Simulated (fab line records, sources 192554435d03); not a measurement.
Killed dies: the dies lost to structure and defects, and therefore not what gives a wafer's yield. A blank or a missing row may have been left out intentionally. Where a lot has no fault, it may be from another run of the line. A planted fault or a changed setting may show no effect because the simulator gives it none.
Which tool is to blame? ; flow n5Finfet ; Sampling: 9 lots, 25 wafers, 6 of 1938 route steps

== WHAT THE GAUGES READ, wafer by wafer ==
N5_BEOL_M0_SAQP_CD_MEAS_14: target cd 42.5 nm. Usual: cdNm reads 42.55 nm (standard deviation 0.29).
lot;measured;on;cdNm (nm);flag
L639;day 5 10:18;cdSem-01;42.31 42.55 42.43;
L642;day 6 05:37;cdSem-03;42.87 42.74 42.73;
L644;day 6 17:07;cdSem-02;39.82 42.53;OFF
L649;day 8 00:40;cdSem-01;39.88 40.06;OFF
L651;day 8 20:06;cdSem-01;42.00 42.43 42.08;
L657;day 10 09:52;cdSem-02;42.35 42.50 42.61;
L658;day 10 14:46;cdSem-01;42.01 42.38 42.46;
L659;day 10 17:56;cdSem-01;42.43 42.66 42.66;
L662;day 11 10:34;cdSem-03;42.25 42.93 43.27;

N5_BEOL_M0_SAQP_OVL_MEAS_15. Usual: M0_CORE_OVL 0.0 nm, standard deviation 0.77.
lot;measured;on;M0_CORE_OVL (nm);flag
L639;day 5 10:20;overlay-02;0.2 -0.8 -0.4;
L642;day 6 05:39;overlay-02;1.7 0.1 0.4;
L644;day 6 17:09;overlay-02;0.0 -0.1;
L649;day 8 00:42;overlay-01;-0.8 -0.5;
L651;day 8 20:08;overlay-02;1.9 0.5 1.0;
L657;day 10 09:54;overlay-02;0.1 1.0 0.3;
L658;day 10 14:47;overlay-01;0.1 0.6 0.5;
L659;day 10 17:58;overlay-01;-1.0 0.2 0.2;
L662;day 11 10:36;overlay-02;-0.2 -0.7 -0.2;

N5_BEOL_M4_RC_MEAS_101. Usual: DIBL_N 36.3 mV/V, standard deviation 1.2; DIBL_P 36.7 mV/V, standard deviation 1.5; IOFF_N 0.164 nA/um, standard deviation 0.02; IOFF_P 0.214 nA/um, standard deviation 0.024; ION_N 673 uA/um, standard deviation 8.5; ION_P 461 uA/um, standard deviation 5.9; SS_N 71.6 mV/dec, standard deviation 0.44; SS_P 73.3 mV/dec, standard deviation 0.55; VT_N 249.4 mV, standard deviation 2.4; VT_P -250.0 mV, standard deviation 2.3.
lot;measured;on;DIBL_N (mV/V);DIBL_P (mV/V);IOFF_N (nA/um);IOFF_P (nA/um);ION_N (uA/um);ION_P (uA/um);SS_N (mV/dec);SS_P (mV/dec);VT_N (mV);VT_P (mV);flag
L639;day 7 14:05;prober-01;36.3 35.6 36.4;35.8 34.9 35.2;0.162 0.149 0.160;0.194 0.182 0.188;674 654 655;458 449 453;71.9 71.7 71.4;73.4 73.3 74.0;249.4 250.6 249.2;-251.8 -255.3 -251.0;
L642;day 8 06:36;prober-02;37.0 35.4 34.7;37.7 36.0 35.2;0.187 0.150 0.138;0.214 0.183 0.173;688 673 665;461 456 456;72.5 71.9 71.7;73.3 73.1 72.8;246.9 251.1 250.6;-248.0 -253.8 -253.1;
L644;day 9 13:31;prober-01;36.2 37.4;36.5 37.3;0.157 0.179;0.238 0.263;679 691;466 480;71.6 71.8;73.2 73.7;245.6 247.9;-245.9 -244.0;
L649;day 10 14:32;prober-01;35.0 37.1;35.5 37.1;0.152 0.197;0.205 0.226;681 686;469 462;71.4 72.0;73.2 73.9;250.3 243.9;-251.2 -252.1;
L651;day 11 07:54;prober-02;37.8 36.2 37.2;36.6 35.0 35.5;0.164 0.148 0.161;0.201 0.183 0.202;673 663 663;456 451 451;71.4 71.5 72.0;73.5 73.3 73.1;248.8 250.9 250.2;-251.1 -253.0 -249.0;
L657;day 12 16:58;prober-01;33.7 32.4 34.8;35.5 33.5 36.5;0.131 0.114 0.151;0.181 0.160 0.200;664 662 660;458 455 454;71.2 71.1 70.9;72.7 72.2 73.3;252.4 254.5 249.7;-252.3 -253.9 -249.8;
L658;day 12 22:29;prober-01;36.5 35.7 34.4;36.7 35.6 34.3;0.186 0.168 0.150;0.219 0.209 0.187;677 691 681;459 464 463;71.7 71.4 71.3;73.8 73.6 73.1;248.8 247.4 251.1;-249.0 -251.4 -252.3;
L659;day 12 22:19;prober-02;38.6 36.9 39.0;37.3 36.2 37.4;0.201 0.162 0.196;0.240 0.213 0.229;679 664 666;465 454 460;71.2 70.9 71.8;73.5 73.0 73.7;245.6 249.2 246.6;-246.5 -248.0 -249.1;
L662;day 13 19:11;prober-02;36.3 36.1 38.6;38.1 38.3 40.1;0.159 0.160 0.200;0.214 0.214 0.258;680 672 682;465 465 469;71.2 71.2 72.3;73.8 73.3 74.7;251.0 251.5 247.2;-251.5 -250.7 -249.7;

== EACH LOT AND THE TOOL THAT RAN IT (in order: tool; ch and the chambers of the sampled wafers; start) ==
lot;N5_BEOL_M0_SAQP_ILD_DEP_01;N5_BEOL_M0_SAQP_EXPOSE_11;N5_BEOL_M0_SAQP_HM_OPEN_112
L639;pecvd-03 ch 0,2, day 5 08:37;arfiScanner-03 ch 0, day 5 10:11;rieDiel-02 ch 0,1,2, day 5 10:42
L642;pecvd-03 ch 0,1, day 6 04:07;arfiScanner-01 ch 0, day 6 05:29;rieDiel-06 ch 0,1,3, day 6 06:16
L644;pecvd-03 ch 0,1, day 6 15:53;arfiScanner-03 ch 0, day 6 16:59;rieDiel-05 ch 1,2, day 6 17:28
L649;pecvd-04 ch 1, day 7 23:05;arfiScanner-03 ch 0, day 8 00:32;rieDiel-06 ch 0,1, day 8 01:03
L651;pecvd-02 ch 0,2, day 8 18:49;arfiScanner-01 ch 0, day 8 19:59;rieDiel-06 ch 0,1,2, day 8 20:29
L657;pecvd-03 ch 0,1,2, day 10 08:38;arfiScanner-03 ch 0, day 10 09:44;rieDiel-05 ch 1,2,3, day 10 10:14
L658;pecvd-04 ch 0,1, day 10 13:52;arfiScanner-03 ch 0, day 10 14:38;rieDiel-02 ch 0,1,3, day 10 15:02
L659;pecvd-03 ch 0,2, day 10 16:50;arfiScanner-03 ch 0, day 10 17:49;rieDiel-05 ch 0,3, day 10 18:13
L662;pecvd-02 ch 1,2, day 11 07:59;arfiScanner-03 ch 0, day 11 10:26;rieDiel-02 ch 0,1,3, day 11 10:51
- N5_BEOL_M0_SAQP_ILD_DEP_01: deposits SiOC from DEMS/O2, target thk 45.419 nm, time 8.7 s.
- N5_BEOL_M0_SAQP_EXPOSE_11: exposes mask M0 CORE, target cd 42 nm.
- N5_BEOL_M0_SAQP_HM_OPEN_112: chemistry CHF3/O2, target SiO2, stops on a-Si, target depth 12 nm, time 13.5 s.

== WHAT THE TOOLS THEMSELVES READ (means of the sampled wafers that have a number; where no wafer has one, the mark that the record gives instead) ==
N5_BEOL_M0_SAQP_ILD_DEP_01. Usual: heaterPowerW 450 W, standard deviation 46; showerheadPlenumPTorr 5.687 Torr, standard deviation 0.014; susceptorTempC 349.97 C, standard deviation 0.2; throttleValvePct 11.7 %, standard deviation 0.53.
lot;tool;heaterPowerW (W);showerheadPlenumPTorr (Torr);susceptorTempC (C);throttleValvePct (%);flag
L639;pecvd-03;452;5.677;349.98;11.5;
L642;pecvd-03;404;5.681;350.21;11.5;
L644;pecvd-03;424;5.680;350.19;11.4;
L649;pecvd-04;442;5.687;350.02;12.6;
L651;pecvd-02;451;5.689;350.06;11.5;
L657;pecvd-03;438;5.683;349.96;11.5;
L658;pecvd-04;407;5.693;350.12;12.3;
L659;pecvd-03;476;5.672;349.86;11.5;
L662;pecvd-02;477;5.700;349.91;11.5;

N5_BEOL_M0_SAQP_HM_OPEN_112. Usual: value, then standard deviation, for each; biasW 169.9 W / 0.47; drypumpMotorCurrentA 5.8 A / 0.47; oes_f_703_au 0.81 a.u. / 0.084; oesProductAu 0.53 a.u. / 0.055; rfVppV 522 V / 3.9; showerheadPlenumPTorr 2.42 Torr / 0.085; throttleValvePct 18.85 % / 0.24.
lot;tool;biasW (W);drypumpMotorCurrentA (A);oes_f_703_au (a.u.);oesProductAu (a.u.);rfVppV (V);showerheadPlenumPTorr (Torr);throttleValvePct (%);flag
L639;rieDiel-02;170.1;5.2;0.76;0.50;516;2.38;18.98;
L642;rieDiel-06;169.7;5.9;0.83;0.54;520;2.37;18.68;
L644;rieDiel-05;170.2;5.6;0.77;0.49;524;2.46;19.07;
L649;rieDiel-06;169.8;5.6;0.80;0.52;523;2.38;18.67;
L651;rieDiel-06;170.0;5.9;0.79;0.51;523;2.39;18.77;
L657;rieDiel-05;170.0;5.6;0.81;0.52;523;2.49;19.00;
L658;rieDiel-02;169.5;5.7;0.84;0.54;521;2.50;18.83;
L659;rieDiel-05;170.6;5.7;0.92;0.60;525;2.50;18.62;
L662;rieDiel-02;169.3;5.8;0.83;0.54;521;2.49;18.83;

== THE ANSWER, worked out from the rows above alone ==
Rule: a lot is off if the mean of its wafers that have a number lies more than 3 standard deviations from the usual mean. A lot without any number at a reading at which 4 lots or more have one is off too. All remaining lots with rows at the step are treated as sound. First the gauges in route order, then the tools' own readings, where a lot's mean is used as printed above. The first step at which some lot is off is used, and at that step the reading that is off furthest; a lot without a number counts as furthest.
Off: L644, L649, at N5_BEOL_M0_SAQP_CD_MEAS_14 (cdNm).
A tool fits if, at a process step before that reading, it ran every lot that is off, and no sound lot after the first of them. Gauges at N5_BEOL_M0_SAQP_CD_MEAS_14: tried the same way as those tools. Not one of the candidates tried fits.

== WHAT THE SIMULATOR HAD INSERTED ==
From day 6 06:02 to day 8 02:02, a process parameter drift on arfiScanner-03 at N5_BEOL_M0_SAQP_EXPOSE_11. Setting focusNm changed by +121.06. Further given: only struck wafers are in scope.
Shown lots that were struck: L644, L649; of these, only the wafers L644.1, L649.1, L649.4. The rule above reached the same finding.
